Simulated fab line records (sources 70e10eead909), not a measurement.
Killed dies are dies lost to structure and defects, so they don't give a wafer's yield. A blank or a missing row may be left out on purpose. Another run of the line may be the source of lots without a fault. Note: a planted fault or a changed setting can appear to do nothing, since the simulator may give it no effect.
fab line records    flow nand-harc
record lots=24  wafers=72  last-day=33
route steps=1302 shown P_CONTACT@236 P_M0@265
lots untouched by any fault: they come from a run of this same line in which no faults occurred
start-h: start of the lot's first displayed wafer, in hours after the record's first day    wait-h: time in hours since the lot's previous step    " the same as in the row above    L1.1+2: a single row standing in for several wafers    - no value, or no start given    * or withheld: withheld    < > ~ a bound
route shown NAME@n: NAME is a module with steps in the file, n the number in the route of the first one    usual: mean/standard deviation of fault-free wafers    same: alike in all rows    chamber/n: place in a boat    sites: the reading at each site    _std_site: how widely they spread, as a standard deviation    _edge_site: mean of outer sites minus mean of inner sites    radius-mm: for every site, how far away it sits from the centre of the wafer    mask NAME#n: copy n    behind: the most recent tool/chamber to have shaped the wafer    hold: cause of the lot's hold/its duration in hours/its outcome    device: the transistor (n, p or np) that didn't switch    end of line: the same wafers' tests at the end of the route    where a step has no rows: the recipe by itself    killed: the dies lost at the first sort to structure and to defects; this is not the yield of the wafer    map: dies across one wafer; x = killed, . = not, _ = none there
set.NAME: the setting the step ran with; set.NAME@STEP: the setting that earlier step ran with    model.NAME: the simulator's own value behind a step, which no gauge read
a sample of lots followed through the steps of the route, with each step as a table and each wafer as a row
services: the hour from which a tool's chamber was out of use, counted from the record's first day as start-h (under 0 if before that day), plus the number of hours and why
## steps
# step NHARC_P_CONTACT_ETCH_35
# recipe target-depth-a=390  over-etch-frac=0.3  time-s=65  ion-energy-ev=80  cf4-flow-sccm=150  ar-flow-sccm=0  rf-w=300  bias-w=100  chemistry=CF4
# usual cf4-flow-sccm=150.0/0.44  chamber-pressure-mTorr=50.00/0.042  drypump-motor-current-A=5.8/0.46  oes-product-au=1.000/0.0079  rf-vpp-V=151.0/1.5  showerhead-plenum-p-Torr=1.75/0.095  throttle-valve-pct=13.284/0.0097
lot.wafer  tool         chamber  start-h  wait-h  cf4-flow-sccm  chamber-pressure-mTorr  drypump-motor-current-A  oes-product-au  rf-hours-counter-h  rf-vpp-V  showerhead-plenum-p-Torr  throttle-valve-pct
L074.4     rie-diel-11  0        123.73   0.1     150.6          49.98                   5.9                      0.986           1.0                 151.6     1.69                      13.275
L074.3     "            3        "        "       150.0          49.98                   5.2                      0.984           1.0                 153.4     1.89                      13.290
L074.6     "            0        "        "       150.4          49.91                   5.9                      0.977           -                   150.5     1.69                      13.299
L075.3     rie-diel-01  3        126.50   0.1     150.6          50.01                   4.7                      0.997           2.6                 152.2     1.83                      13.285
L075.4     "            1        "        "       150.3          49.98                   6.6                      1.003           2.7                 151.4     1.83                      13.283
L075.5     "            2        "        "       150.8          50.00                   6.1                      0.995           -                   152.7     1.90                      13.271
L076.4     rie-diel-11  0        137.99   0.1     150.1          49.96                   5.9                      0.992           1.7                 150.2     1.69                      13.297
L076.2     "            1        "        "       150.0          50.06                   5.5                      1.000           1.8                 152.8     1.87                      13.291
L076.1     "            3        "        "       150.2          50.05                   5.2                      1.000           1.7                 152.8     1.89                      13.280
L077.1     rie-diel-01  3        146.47   0.1     150.4          49.98                   4.7                      0.999           3.5                 151.9     1.83                      13.282
L077.4     "            0        "        "       150.1          50.04                   5.8                      1.000           3.3                 149.8     1.74                      13.284
L077.6     "            2        "        "       150.2          49.95                   6.0                      1.006           -                   152.1     1.90                      13.287
L078.1     rie-diel-08  1        160.24   0.1     150.2          49.95                   5.8                      1.006           5.5                 148.6     1.66                      13.277
L078.5     "            3        "        "       149.4          50.05                   6.7                      1.009           -                   149.9     1.66                      13.292
L078.6     "            0        "        "       150.3          49.98                   5.6                      1.004           -                   150.4     1.83                      13.272
L079.2     rie-diel-08  2        170.47   0.1     150.0          50.06                   6.0                      1.004           8.5                 149.9     1.65                      13.282
L079.1     "            0        "        "       150.5          50.03                   5.6                      1.003           8.3                 150.3     1.83                      13.277
L079.6     "            2        "        "       150.0          49.98                   6.0                      1.001           -                   149.8     1.65                      13.297
L080.1     rie-diel-11  3        176.11   0.1     150.0          50.01                   5.2                      1.006           2.3                 152.0     1.89                      13.279
L080.4     "            0        "        "       149.3          50.04                   5.9                      0.991           2.4                 150.0     1.69                      13.289
L080.5     "            1        "        "       149.7          49.98                   5.4                      0.992           -                   152.5     1.87                      13.274
L081.3     rie-diel-11  3        193.97   0.1     150.0          49.97                   5.2                      1.003           2.7                 152.9     1.89                      13.280
L081.2     "            0        "        "       149.6          49.93                   5.9                      1.004           3.0                 150.4     1.69                      13.288
L081.6     "            3        "        "       149.2          49.98                   5.2                      1.005           -                   153.3     1.89                      13.273
L082.1     rie-diel-01  0        199.88   0.1     150.2          50.03                   5.8                      0.989           4.5                 151.0     1.74                      13.282
L082.2     "            1        "        "       149.8          49.96                   6.6                      1.007           4.5                 151.2     1.83                      13.282
L082.4     "            2        "        "       149.9          49.95                   6.1                      1.000           4.7                 153.1     1.90                      13.280
L083.3     rie-diel-08  3        207.76   0.1     149.6          50.03                   6.7                      0.993           0.7                 149.3     1.66                      13.266
L083.6     "            0        "        "       149.8          50.07                   5.6                      1.000           -                   151.1     1.83                      13.290
L083.5     "            1        "        "       149.6          49.96                   5.8                      1.006           -                   149.2     1.66                      13.283
L084.4     rie-diel-08  3        224.55   0.1     149.6          49.96                   6.7                      0.998           2.1                 149.8     1.66                      13.279
L084.6     "            1        "        "       149.2          49.99                   5.8                      1.001           -                   150.2     1.66                      13.286
L084.5     "            2        "        "       150.2          49.99                   6.0                      0.991           -                   148.7     1.65                      13.276
L085.3     rie-diel-08  0        232.87   0.1     149.1          49.99                   5.7                      1.001           2.1                 153.5     1.83                      13.284
L085.1     "            1        "        "       149.9          49.90                   5.8                      1.008           1.9                 148.5     1.66                      13.276
L085.5     "            2        "        "       149.6          49.98                   6.0                      0.993           -                   150.2     1.65                      13.271
L086.3     rie-diel-08  2        238.94   0.1     150.1          49.96                   6.0                      0.996           2.6                 149.8     1.65                      13.296
L086.6     "            0        "        "       149.4          49.92                   5.6                      0.994           -                   152.1     1.83                      13.291
L086.5     "            1        "        "       149.6          50.07                   5.8                      0.997           -                   149.2     1.66                      13.277
L087.2     rie-diel-11  0        242.84   0.1     150.1          50.00                   5.9                      1.000           4.1                 150.5     1.69                      13.266
L087.1     "            2        "        "       150.1          49.96                   5.7                      0.999           4.1                 151.3     1.68                      13.271
L087.5     "            2        "        "       149.9          49.99                   5.7                      1.004           -                   149.8     1.68                      13.281
L088.3     rie-diel-11  3        266.62   0.1     150.3          50.03                   5.2                      0.979           0.0                 152.7     1.89                      13.287
L088.4     "            0        "        "       149.8          50.02                   5.9                      0.992           0.0                 152.3     1.68                      13.291
L088.6     "            2        "        "       151.3          49.96                   5.7                      1.000           -                   149.0     1.68                      13.289
L089.3     rie-diel-08  1        267.01   0.1     149.9          49.99                   5.8                      0.998           3.7                 149.2     1.65                      13.300
L089.1     "            3        "        "       150.4          49.97                   6.7                      1.000           4.2                 149.8     1.66                      13.298
L089.6     "            1        "        "       149.9          50.01                   5.8                      1.008           -                   148.4     1.65                      13.289
L090.4     rie-diel-11  0        284.33   0.1     150.5          49.99                   5.9                      1.000           0.4                 149.4     1.69                      13.280
L090.3     "            1        "        "       150.1          50.04                   5.4                      1.003           0.4                 152.4     1.87                      13.283
L090.5     "            3        "        "       149.5          49.96                   5.2                      0.988           -                   152.7     1.89                      13.280
L091.3     rie-diel-11  1        295.38   0.1     149.7          50.05                   5.4                      0.994           1.1                 153.0     1.87                      13.303
L091.6     "            1        "        "       150.0          49.99                   5.4                      0.996           -                   152.7     1.87                      13.289
L091.5     "            2        "        "       149.9          49.98                   5.7                      0.992           -                   150.2     1.68                      13.301
L092.1     rie-diel-01  1        298.16   0.1     150.2          50.05                   6.6                      1.011           1.7                 152.2     1.83                      13.295
L092.3     "            2        "        "       150.2          50.03                   6.1                      1.015           1.6                 153.3     1.90                      13.279
L092.6     "            0        "        "       150.8          49.99                   5.8                      1.016           -                   150.5     1.74                      13.270
L093.1     rie-diel-08  3        309.83   0.1     150.1          49.95                   6.7                      1.002           6.3                 150.0     1.66                      13.276
L093.2     "            1        "        "       149.6          49.96                   5.8                      1.008           5.9                 150.3     1.65                      13.289
L093.6     "            3        "        "       150.3          50.02                   6.7                      0.994           -                   150.0     1.66                      13.288
L094.2     rie-diel-08  3        323.44   0.1     150.1          49.96                   6.7                      1.003           8.1                 149.5     1.66                      13.283
L094.3     "            0        "        "       150.0          49.98                   5.6                      1.009           8.0                 152.0     1.83                      13.274
L094.6     "            2        "        "       150.4          50.00                   5.9                      1.010           -                   148.5     1.65                      13.271
L095.2     rie-diel-11  3        330.26   0.1     149.7          49.97                   5.2                      0.994           2.4                 153.0     1.89                      13.265
L095.3     "            0        "        "       149.7          49.96                   5.9                      0.997           2.4                 149.3     1.68                      13.311
L095.4     "            0        "        "       150.2          50.05                   6.0                      1.007           -                   149.1     1.68                      13.291
L096.2     rie-diel-11  1        335.40   0.1     150.9          49.98                   5.4                      1.005           2.3                 152.3     1.87                      13.288
L096.1     "            2        "        "       150.3          49.99                   5.7                      1.008           2.7                 149.6     1.68                      13.279
L096.3     "            3        "        "       149.7          50.08                   5.2                      1.001           2.8                 153.7     1.89                      13.291
L097.1     rie-diel-11  3        349.02   0.1     149.1          50.05                   5.2                      0.980           3.3                 152.9     1.89                      13.271
L097.6     "            0        "        "       150.1          50.03                   5.9                      1.007           -                   149.0     1.68                      13.293
L097.5     "            3        "        "       149.5          50.04                   5.2                      0.991           -                   152.9     1.89                      13.288
# step NHARC_P_M0_INSPECT_11
# usual raw-defect-count=4.7/2.8
lot.wafer  tool               chamber  start-h  wait-h  raw-defect-count
L074.3     defect-inspect-02  -        127.61   0.0     3
L074.4     "                  -        "        "       2
L074.6     "                  -        "        "       4
L075.3     defect-inspect-02  -        130.56   0.0     7
L075.4     "                  -        "        "       7
L075.5     "                  -        "        "       8
L076.1     defect-inspect-02  -        142.03   0.0     3
L076.2     "                  -        "        "       3
L076.4     "                  -        "        "       1
L077.1     defect-inspect-01  -        150.58   0.0     3
L077.4     "                  -        "        "       4
L077.6     "                  -        "        "       3
L078.1     defect-inspect-02  -        164.25   0.0     1
L078.5     "                  -        "        "       0
L078.6     "                  -        "        "       3
L079.1     defect-inspect-01  -        174.34   0.0     6
L079.2     "                  -        "        "       3
L079.6     "                  -        "        "       0
L080.1     defect-inspect-01  -        179.99   0.0     4
L080.4     "                  -        "        "       6
L080.5     "                  -        "        "       7
L081.2     defect-inspect-02  -        197.86   0.0     5
L081.3     "                  -        "        "       1
L081.6     "                  -        "        "       3
L082.1     defect-inspect-02  -        203.88   0.0     4
L082.2     "                  -        "        "       3
L082.4     "                  -        "        "       3
L083.3     defect-inspect-02  -        211.77   0.0     4
L083.5     "                  -        "        "       12
L083.6     "                  -        "        "       3
L084.4     defect-inspect-02  -        228.59   0.0     3
L084.5     "                  -        "        "       4
L084.6     "                  -        "        "       4
L085.1     defect-inspect-02  -        236.89   0.0     6
L085.3     "                  -        "        "       3
L085.5     "                  -        "        "       6
L086.3     defect-inspect-02  -        243.00   0.0     2
L086.5     "                  -        "        "       1
L086.6     "                  -        "        "       4
L087.1     defect-inspect-02  -        247.05   0.0     4
L087.2     "                  -        "        "       2
L087.5     "                  -        "        "       7
L088.3     defect-inspect-01  -        270.73   0.0     9
L088.4     "                  -        "        "       7
L088.6     "                  -        "        "       10
L089.1     defect-inspect-01  -        271.05   0.0     4
L089.3     "                  -        "        "       4
L089.6     "                  -        "        "       6
L090.3     defect-inspect-02  -        288.46   0.0     8
L090.4     "                  -        "        "       4
L090.5     "                  -        "        "       2
L091.3     defect-inspect-02  -        299.31   0.0     4
L091.5     "                  -        "        "       5
L091.6     "                  -        "        "       6
L092.1     defect-inspect-02  -        302.23   0.0     1
L092.3     "                  -        "        "       12
L092.6     "                  -        "        "       3
L093.1     defect-inspect-02  -        313.74   0.0     9
L093.2     "                  -        "        "       6
L093.6     "                  -        "        "       10
L094.2     defect-inspect-02  -        327.69   0.0     9
L094.3     "                  -        "        "       6
L094.6     "                  -        "        "       9
L095.2     defect-inspect-02  -        334.41   0.0     3
L095.3     "                  -        "        "       2
L095.4     "                  -        "        "       5
L096.1     defect-inspect-01  -        339.40   0.0     4
L096.2     "                  -        "        "       4
L096.3     "                  -        "        "       4
L097.1     defect-inspect-01  -        353.16   0.0     3
L097.5     "                  -        "        "       1
L097.6     "                  -        "        "       4
# step NHARC_P_M0_DEGAS_28
# recipe temp-c=250  time-s=60
# usual heater-power-w=357/31
lot.wafer  tool            chamber  start-h  wait-h  heater-power-w
L074.3     pvd-sputter-03  -        128.67   -       343
L074.4     "               -        "        "       326
L074.6     "               -        "        "       340
L075.3     pvd-sputter-01  -        131.54   -       344
L075.4     "               -        "        "       397
L075.5     "               -        "        "       344
L076.4     pvd-sputter-02  -        143.01   -       340
L076.1     "               -        "        "       381
L076.2     "               -        "        "       301
L077.1     pvd-sputter-01  -        151.96   -       385
L077.4     "               -        "        "       398
L077.6     "               -        "        "       386
L078.1     pvd-sputter-01  -        165.40   -       353
L078.6     "               -        "        "       390
L078.5     "               -        "        "       336
L079.2     pvd-sputter-02  -        175.33   -       378
L079.1     "               -        "        "       299
L079.6     "               -        "        "       382
L080.4     pvd-sputter-03  -        180.98   -       334
L080.1     "               -        "        "       321
L080.5     "               -        "        "       327
L081.2     pvd-sputter-02  -        198.86   -       381
L081.3     "               -        "        "       344
L081.6     "               -        "        "       385
L082.2     pvd-sputter-02  -        204.86   -       385
L082.4     "               -        "        "       303
L082.1     "               -        "        "       334
L083.3     pvd-sputter-01  -        212.78   -       374
L083.5     "               -        "        "       338
L083.6     "               -        "        "       378
L084.4     pvd-sputter-03  -        229.62   -       325
L084.6     "               -        "        "       337
L084.5     "               -        "        "       371
L085.3     pvd-sputter-03  -        237.96   -       324
L085.1     "               -        "        "       373
L085.5     "               -        "        "       328
L086.3     pvd-sputter-02  -        244.24   -       373
L086.5     "               -        "        "       340
L086.6     "               -        "        "       387
L087.2     pvd-sputter-01  -        248.02   -       407
L087.1     "               -        "        "       407
L087.5     "               -        "        "       388
L088.3     pvd-sputter-03  -        271.71   -       367
L088.4     "               -        "        "       327
L088.6     "               -        "        "       324
L089.1     pvd-sputter-02  -        272.03   -       387
L089.3     "               -        "        "       386
L089.6     "               -        "        "       310
L090.3     pvd-sputter-01  -        289.45   -       412
L090.4     "               -        "        "       370
L090.5     "               -        "        "       400
L091.3     pvd-sputter-03  -        300.30   -       331
L091.5     "               -        "        "       329
L091.6     "               -        "        "       329
L092.1     pvd-sputter-03  -        303.23   -       371
L092.3     "               -        "        "       326
L092.6     "               -        "        "       326
L093.2     pvd-sputter-01  -        314.83   -       412
L093.1     "               -        "        "       322
L093.6     "               -        "        "       411
L094.2     pvd-sputter-03  -        328.74   -       339
L094.3     "               -        "        "       335
L094.6     "               -        "        "       330
L095.3     pvd-sputter-01  -        335.57   -       367
L095.4     "               -        "        "       392
L095.2     "               -        "        "       402
L096.1     pvd-sputter-03  -        340.38   -       324
L096.2     "               -        "        "       328
L096.3     "               -        "        "       330
L097.1     pvd-sputter-01  -        354.15   -       399
L097.5     "               -        "        "       319
L097.6     "               -        "        "       407
# step NHARC_P_M0_PRE_CLEAN_29
# recipe time-s=30  temp-c=280  gas=H2/He
# usual heater-power-w=438/39
lot.wafer  tool            chamber  start-h  wait-h  heater-power-w
L074.4     pvd-sputter-03  -        -        -       430
L074.3     "               -        "        "       433
L074.6     "               -        "        "       435
L075.4     pvd-sputter-01  -        -        -       418
L075.3     "               -        "        "       471
L075.5     "               -        "        "       467
L076.1     pvd-sputter-02  -        -        -       424
L076.2     "               -        "        "       464
L076.4     "               -        "        "       478
L077.1     pvd-sputter-01  -        -        -       486
L077.4     "               -        "        "       407
L077.6     "               -        "        "       518
L078.1     pvd-sputter-01  -        -        -       422
L078.5     "               -        "        "       491
L078.6     "               -        "        "       474
L079.1     pvd-sputter-02  -        -        -       461
L079.2     "               -        "        "       380
L079.6     "               -        "        "       463
L080.1     pvd-sputter-03  -        -        -       454
L080.4     "               -        "        "       393
L080.5     "               -        "        "       413
L081.2     pvd-sputter-02  -        -        -       471
L081.3     "               -        "        "       428
L081.6     "               -        "        "       473
L082.2     pvd-sputter-02  -        -        -       464
L082.1     "               -        "        "       421
L082.4     "               -        "        "       459
L083.3     pvd-sputter-01  -        -        -       476
L083.6     "               -        "        "       412
L083.5     "               -        "        "       461
L084.4     pvd-sputter-03  -        -        -       402
L084.6     "               -        "        "       449
L084.5     "               -        "        "       384
L085.1     pvd-sputter-03  -        -        -       398
L085.3     "               -        "        "       400
L085.5     "               -        "        "       399
L086.3     pvd-sputter-02  -        -        -       459
L086.6     "               -        "        "       375
L086.5     "               -        "        "       421
L087.2     pvd-sputter-01  -        -        -       448
L087.1     "               -        "        "       394
L087.5     "               -        "        "       498
L088.3     pvd-sputter-03  -        -        -       406
L088.4     "               -        "        "       457
L088.6     "               -        "        "       402
L089.3     pvd-sputter-02  -        -        -       419
L089.1     "               -        "        "       472
L089.6     "               -        "        "       407
L090.3     pvd-sputter-01  -        -        -       413
L090.4     "               -        "        "       499
L090.5     "               -        "        "       406
L091.3     pvd-sputter-03  -        -        -       391
L091.5     "               -        "        "       444
L091.6     "               -        "        "       402
L092.3     pvd-sputter-03  -        -        -       411
L092.1     "               -        "        "       404
L092.6     "               -        "        "       394
L093.1     pvd-sputter-01  -        -        -       417
L093.2     "               -        "        "       443
L093.6     "               -        "        "       490
L094.3     pvd-sputter-03  -        -        -       455
L094.2     "               -        "        "       403
L094.6     "               -        "        "       411
L095.2     pvd-sputter-01  -        -        -       509
L095.3     "               -        "        "       449
L095.4     "               -        "        "       399
L096.2     pvd-sputter-03  -        -        -       393
L096.3     "               -        "        "       410
L096.1     "               -        "        "       444
L097.1     pvd-sputter-01  -        -        -       486
L097.6     "               -        "        "       392
L097.5     "               -        "        "       499
# step NHARC_P_M0_PVD_20
# recipe target-thk-a=50  bias-v=168.6  power-w=15000  chamber-pressure-pa=0.12  time-s=8.06  substrate-temp-c=50  material=TaN
# usual substrate-temp-c=50.01/0.11  throttle-valve-pct=29.8/1.1
lot.wafer  tool            chamber  start-h  wait-h  substrate-temp-c  throttle-valve-pct
L074.3     pvd-sputter-03  -        -        -       50.01             30.6
L074.4     "               -        "        "       49.94             29.0
L074.6     "               -        "        "       50.15             30.7
L075.3     pvd-sputter-01  -        -        -       49.92             29.9
L075.4     "               -        "        "       49.86             27.5
L075.5     "               -        "        "       50.12             29.6
L076.2     pvd-sputter-02  -        -        -       50.02             30.7
L076.4     "               -        "        "       49.99             30.5
L076.1     "               -        "        "       49.84             29.5
L077.4     pvd-sputter-01  -        -        -       49.90             27.4
L077.1     "               -        "        "       49.94             30.7
L077.6     "               -        "        "       50.16             27.5
L078.1     pvd-sputter-01  -        -        -       49.93             27.6
L078.5     "               -        "        "       49.93             27.5
L078.6     "               -        "        "       50.13             31.0
L079.1     pvd-sputter-02  -        -        -       49.94             30.8
L079.2     "               -        "        "       50.01             29.4
L079.6     "               -        "        "       49.95             31.3
L080.4     pvd-sputter-03  -        -        -       49.79             29.4
L080.1     "               -        "        "       50.05             31.0
L080.5     "               -        "        "       49.86             29.1
L081.3     pvd-sputter-02  -        -        -       50.27             30.5
L081.2     "               -        "        "       50.15             31.6
L081.6     "               -        "        "       50.17             29.4
L082.4     pvd-sputter-02  -        -        -       50.02             30.9
L082.2     "               -        "        "       50.07             30.7
L082.1     "               -        "        "       50.01             31.2
L083.3     pvd-sputter-01  -        -        -       49.82             27.7
L083.6     "               -        "        "       50.08             30.1
L083.5     "               -        "        "       50.11             27.4
L084.4     pvd-sputter-03  -        -        -       50.15             29.2
L084.6     "               -        "        "       50.05             30.5
L084.5     "               -        "        "       49.99             31.0
L085.1     pvd-sputter-03  -        -        -       50.08             30.5
L085.3     "               -        "        "       50.02             30.6
L085.5     "               -        "        "       49.94             29.1
L086.3     pvd-sputter-02  -        -        -       50.12             30.8
L086.5     "               -        "        "       50.09             31.3
L086.6     "               -        "        "       50.06             29.6
L087.1     pvd-sputter-01  -        -        -       49.91             28.2
L087.2     "               -        "        "       49.95             30.3
L087.5     "               -        "        "       49.92             28.5
L088.4     pvd-sputter-03  -        -        -       50.19             30.6
L088.3     "               -        "        "       49.73             30.5
L088.6     "               -        "        "       50.19             30.8
L089.3     pvd-sputter-02  -        -        -       49.89             30.7
L089.1     "               -        "        "       49.95             29.8
L089.6     "               -        "        "       49.85             30.6
L090.4     pvd-sputter-01  -        -        -       49.66             30.4
L090.3     "               -        "        "       49.95             30.8
L090.5     "               -        "        "       49.96             30.2
L091.3     pvd-sputter-03  -        -        -       50.05             30.6
L091.6     "               -        "        "       49.96             29.3
L091.5     "               -        "        "       50.06             30.6
L092.3     pvd-sputter-03  -        -        -       49.75             28.8
L092.1     "               -        "        "       50.11             29.1
L092.6     "               -        "        "       49.96             29.2
L093.1     pvd-sputter-01  -        -        -       50.14             30.3
L093.2     "               -        "        "       49.95             27.5
L093.6     "               -        "        "       50.29             30.2
L094.2     pvd-sputter-03  -        -        -       49.97             29.2
L094.3     "               -        "        "       50.12             30.3
L094.6     "               -        "        "       50.20             28.9
L095.4     pvd-sputter-01  -        -        -       49.99             30.6
L095.2     "               -        "        "       50.15             28.6
L095.3     "               -        "        "       50.01             30.3
L096.1     pvd-sputter-03  -        -        -       50.07             30.5
L096.3     "               -        "        "       50.11             30.7
L096.2     "               -        "        "       49.97             28.9
L097.1     pvd-sputter-01  -        -        -       49.92             27.7
L097.6     "               -        "        "       50.17             28.8
L097.5     "               -        "        "       50.02             30.1
# step NHARC_P_M0_PVD_21
# recipe target-thk-a=300  chamber-pressure-pa=5  power-w=5000  substrate-temp-c=30  time-s=20.49  material=Cu
# usual substrate-temp-c=29.99/0.13  throttle-valve-pct=29.8/1.1
lot.wafer  tool            chamber  start-h  wait-h  substrate-temp-c  throttle-valve-pct
L074.4     pvd-sputter-03  -        -        -       29.97             28.8
L074.3     "               -        "        "       30.13             30.9
L074.6     "               -        "        "       30.06             29.0
L075.4     pvd-sputter-01  -        -        -       30.08             31.0
L075.3     "               -        "        "       30.17             29.0
L075.5     "               -        "        "       29.96             27.6
L076.2     pvd-sputter-02  -        -        -       30.07             29.2
L076.1     "               -        "        "       30.04             30.9
L076.4     "               -        "        "       29.89             31.7
L077.4     pvd-sputter-01  -        -        -       29.90             30.7
L077.1     "               -        "        "       30.07             29.0
L077.6     "               -        "        "       30.18             27.3
L078.1     pvd-sputter-01  -        -        -       30.00             27.6
L078.6     "               -        "        "       29.85             29.4
L078.5     "               -        "        "       29.87             30.0
L079.2     pvd-sputter-02  -        -        -       29.92             29.6
L079.1     "               -        "        "       30.19             30.6
L079.6     "               -        "        "       30.05             30.7
L080.1     pvd-sputter-03  -        -        -       30.02             30.9
L080.4     "               -        "        "       29.83             28.4
L080.5     "               -        "        "       30.06             29.2
L081.3     pvd-sputter-02  -        -        -       30.26             29.7
L081.2     "               -        "        "       30.11             31.1
L081.6     "               -        "        "       29.94             31.3
L082.4     pvd-sputter-02  -        -        -       29.93             30.9
L082.2     "               -        "        "       30.00             31.4
L082.1     "               -        "        "       30.14             29.4
L083.3     pvd-sputter-01  -        -        -       29.80             31.3
L083.5     "               -        "        "       30.05             28.0
L083.6     "               -        "        "       29.92             31.2
L084.4     pvd-sputter-03  -        -        -       29.82             28.9
L084.6     "               -        "        "       30.05             28.9
L084.5     "               -        "        "       29.86             30.6
L085.3     pvd-sputter-03  -        -        -       30.07             30.2
L085.1     "               -        "        "       30.01             28.9
L085.5     "               -        "        "       29.78             30.9
L086.3     pvd-sputter-02  -        -        -       29.87             30.5
L086.6     "               -        "        "       30.16             31.6
L086.5     "               -        "        "       29.88             29.6
L087.1     pvd-sputter-01  -        -        -       29.94             30.3
L087.2     "               -        "        "       29.97             31.1
L087.5     "               -        "        "       29.99             30.1
L088.3     pvd-sputter-03  -        -        -       30.23             30.3
L088.4     "               -        "        "       29.95             28.7
L088.6     "               -        "        "       29.98             29.1
L089.3     pvd-sputter-02  -        -        -       29.94             29.6
L089.1     "               -        "        "       29.98             30.7
L089.6     "               -        "        "       30.03             31.2
L090.4     pvd-sputter-01  -        -        -       30.04             30.1
L090.3     "               -        "        "       30.18             27.7
L090.5     "               -        "        "       29.91             28.3
L091.3     pvd-sputter-03  -        -        -       30.08             30.5
L091.5     "               -        "        "       30.02             28.9
L091.6     "               -        "        "       29.83             29.1
L092.1     pvd-sputter-03  -        -        -       29.84             30.4
L092.3     "               -        "        "       30.10             29.3
L092.6     "               -        "        "       29.78             30.3
L093.1     pvd-sputter-01  -        -        -       29.84             28.6
L093.2     "               -        "        "       29.99             30.4
L093.6     "               -        "        "       29.81             28.3
L094.2     pvd-sputter-03  -        -        -       30.04             29.2
L094.3     "               -        "        "       30.09             30.4
L094.6     "               -        "        "       29.91             29.1
L095.4     pvd-sputter-01  -        -        -       30.03             31.0
L095.2     "               -        "        "       30.05             28.3
L095.3     "               -        "        "       30.02             30.4
L096.1     pvd-sputter-03  -        -        -       29.98             28.7
L096.3     "               -        "        "       30.07             29.1
L096.2     "               -        "        "       30.15             30.8
L097.1     pvd-sputter-01  -        -        -       29.92             28.1
L097.6     "               -        "        "       29.88             28.8
L097.5     "               -        "        "       30.17             30.4
## services
tool            chamber  start-h  hours  kind
pvd-sputter-02  -        104.00   10.0   pm
rie-diel-11     0        112.00   -      clean
rie-diel-11     1        112.00   -      clean
rie-diel-11     2        112.00   -      clean
rie-diel-11     3        112.00   -      clean
rie-diel-08     0        125.36   3.0    repair
pvd-sputter-03  -        170.05   10.0   pm
rie-diel-08     -        190.80   9.0    pm
rie-diel-01     -        203.87   9.0    pm
rie-diel-08     -        206.47   0.2    repair
rie-diel-11     3        211.09   7.6    repair
pvd-sputter-01  -        226.00   10.0   pm
rie-diel-11     3        229.76   16.8   repair
rie-diel-01     -        245.10   0.3    repair
rie-diel-11     -        255.50   9.0    pm
pvd-sputter-02  -        282.00   10.0   pm
rie-diel-08     2        290.72   15.0   repair
pvd-sputter-01  -        293.15   3.6    repair
pvd-sputter-02  -        294.71   1.7    repair
rie-diel-11     0        321.25   2.1    repair
rie-diel-11     1        328.37   3.0    repair
rie-diel-01     0        336.82   9.0    repair
rie-diel-11     1        345.06   5.2    repair
pvd-sputter-03  -        348.05   10.0   pm
## key
fault none
